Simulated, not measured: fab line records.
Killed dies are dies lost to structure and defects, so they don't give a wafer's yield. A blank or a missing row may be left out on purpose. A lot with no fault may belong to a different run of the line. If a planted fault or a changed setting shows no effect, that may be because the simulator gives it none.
Split-lot trial + flow n5-finfet + route with 1938 steps; 7 lots, 21 wafers read

THE SPLIT ITSELF
At N5_BEOL_M7_HM_DEP_02 (deposits TiN, target thk 20 nm), the setting target-thk-a was moved away from the recipe's 200 angstrom on 7 of the 21 wafers read, by -7.5% to +11.2%. The other wafers ran this setting at the recipe's value.

FROM THE SPLIT TO THE READING: what the file shows between them, 15 steps
- N5_BEOL_M7_COAT_05: resist thk 90 nm (also split here: spin-rpm)
- N5_BEOL_M7_EBR_07
- N5_BEOL_M7_SOFTBAKE_06: time 60 s
- N5_BEOL_M7_EXPOSE_08: exposes mask M7
- N5_BEOL_M7_PEB_09: peb time 60 s
- N5_BEOL_M7_DEVELOP_10: develop time 30 s
- N5_BEOL_M7_DESCUM_16: chemistry O2, time 7.9 s
- N5_BEOL_M7_ETCH_61: etches SiARC in CF4, target depth 45.5 nm, time 75.8 s
- N5_BEOL_M7_ETCH_62: etches SOC in N2/H2, target depth 110 nm, overetch 22 nm, time 165 s
- N5_BEOL_M7_STRIP_68: strips in N2/H2
- N5_BEOL_M7_STRIP_67: strips in CF4
- N5_BEOL_M7_HM_OPEN_17: chemistry Cl2/BCl3, target TiN, target depth 20 nm, overetch 6 nm
- N5_BEOL_M7_STRIP_19: strips in O2
- N5_BEOL_M7_STRIP_76: strips in C4F6/O2
- N5_BEOL_M7_STRIP_36: strips in N2/H2

THE READING
TiN_of_BEOL_M7_HM_DEP_02.thk-nm (the simulator's own value, which no gauge read), in nm, at N5_BEOL_M7_TRENCH_ETCH_37 (etches SiCOH lowk in C4F6/O2, target depth 93.478 nm, time 31.2 s). The file gives no usual value for it. Average 17.5 nm, standard deviation 0.31 nm, over the 14 wafers here run with the recipe.

| wafer  | tool, chamber at the split | target-thk-a as run, angstrom | against the recipe | TiN_of_BEOL_M7_HM_DEP_02.thk-nm, nm | against lot-mates on the recipe |
|--------|----------------------------|-------------------------------|--------------------|-------------------------------------|---------------------------------|
| L081.1 | pvd-sputter-03, -          | 200                           | recipe             | 17.4                                | -                               |
| L081.3 | pvd-sputter-03, -          | 200                           | recipe             | 17.4                                | -                               |
| L081.4 | pvd-sputter-03, -          | 200                           | recipe             | 17.4                                | -                               |
| L080.2 | pvd-sputter-01, -          | 185                           | -7.5%              | 16.2                                | -1.4                            |
| L080.3 | pvd-sputter-01, -          | 185                           | -7.5%              | 16                                  | -1.6                            |
| L080.5 | pvd-sputter-01, -          | 200                           | recipe             | 17.6                                | -                               |
| L082.1 | pvd-sputter-02, -          | 200                           | recipe             | 17.8                                | -                               |
| L082.3 | pvd-sputter-02, -          | 200                           | recipe             | 17.2                                | -                               |
| L082.4 | pvd-sputter-02, -          | 200                           | recipe             | 17.2                                | -                               |
| L083.1 | pvd-sputter-02, -          | 200                           | recipe             | 18                                  | -                               |
| L083.4 | pvd-sputter-02, -          | 219.6                         | +9.8%              | 19.4                                | +1.4                            |
| L083.6 | pvd-sputter-02, -          | 219.6                         | +9.8%              | 19.4                                | +1.4                            |
| L088.3 | pvd-sputter-02, -          | 200                           | recipe             | 17.2                                | -                               |
| L088.4 | pvd-sputter-02, -          | 200                           | recipe             | 18                                  | -                               |
| L088.5 | pvd-sputter-02, -          | 200                           | recipe             | 17.8                                | -                               |
| L093.2 | pvd-sputter-01, -          | 221.3                         | +10.7%             | 19.2                                | +2.2                            |
| L093.4 | pvd-sputter-01, -          | 200                           | recipe             | 17                                  | -                               |
| L093.5 | pvd-sputter-01, -          | 221.3                         | +10.7%             | 19.6                                | +2.6                            |
| L094.1 | pvd-sputter-02, -          | 200                           | recipe             | 17.2                                | -                               |
| L094.2 | pvd-sputter-02, -          | 222.4                         | +11.2%             | 20.4                                | +3.1                            |
| L094.5 | pvd-sputter-02, -          | 200                           | recipe             | 17.4                                | -                               |

THE FIT
A straight line over all 21 wafers: TiN_of_BEOL_M7_HM_DEP_02.thk-nm changes by +0.2 nm for each +1% of target-thk-a; r = +0.96; the points scatter about the line by 0.33 nm.
The same after taking each lot's own level away (the mean of its wafers on the recipe; 21 wafers): +0.207 nm for each +1%; r = +0.96; scatter 0.34 nm.
That fit puts the effect of the largest move of target-thk-a on the reading at 2.3 nm.
The span of the lots' own levels, 17.00 to 18.00 nm, comes to 3.2 times the standard deviation stated above.
Consequently the slope shifts little with the lot-to-lot level, the two slopes agreeing.
Check: for one of the wafers moved furthest among these (+11.2%), held out of the fit, the line's prediction against its lot-mates is +2.12 nm. Against them it came out at +3.1 nm.

OTHER SPLITS ON THESE WAFERS
Before the reading, these wafers also passed through other splits. Each is held against what the fit with the lots' levels taken away leaves over:
| other split on the same wafers | wafers away from the commonest value | r with TiN_of_BEOL_M7_HM_DEP_02.thk-nm (lot level and that fit taken away) |
|--------------------------------|--------------------------------------|----------------------------------------------------------------------------|
| N5_BEOL_M6_ETCH_62 bias-w      | 8                                    | -0.11                                                                      |
| N5_BEOL_M6_COAT_71 spin-rpm    | 9                                    | -0.10                                                                      |
| N5_BEOL_M7_COAT_05 spin-rpm    | 8                                    | -0.03                                                                      |

THE WHOLE CHAIN: every reading that the file lists as answering this split, in the file's order
| step                      | what it does                                                      | reading                                                                          | change (the file's fit)               | r (the file's) |
|---------------------------|-------------------------------------------------------------------|----------------------------------------------------------------------------------|---------------------------------------|----------------|
| N5_BEOL_M7_HM_DEP_02      | deposits TiN, target thk 20 nm                                    | TiN_of_BEOL_M7_HM_DEP_02.thk-nm (the simulator's own value, which no gauge read) | +0.213 nm for each +1% of the setting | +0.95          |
| N5_BEOL_M7_HM_OPEN_17     | chemistry Cl2/BCl3, target TiN, target depth 20 nm, overetch 6 nm | etch.depth-nm (the simulator's own value, which no gauge read)                   | +0.213 nm for each +1% of the setting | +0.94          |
| N5_BEOL_M7_TRENCH_ETCH_37 | etches SiCOH lowk in C4F6/O2, target depth 93.478 nm, time 31.2 s | TiN_of_BEOL_M7_HM_DEP_02.thk-nm (the simulator's own value, which no gauge read) | +0.218 nm for each +1% of the setting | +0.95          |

THE FILE'S OWN FIT
TiN_of_BEOL_M7_HM_DEP_02.thk-nm changes by +0.218 nm for each +1% of target-thk-a, r = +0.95.
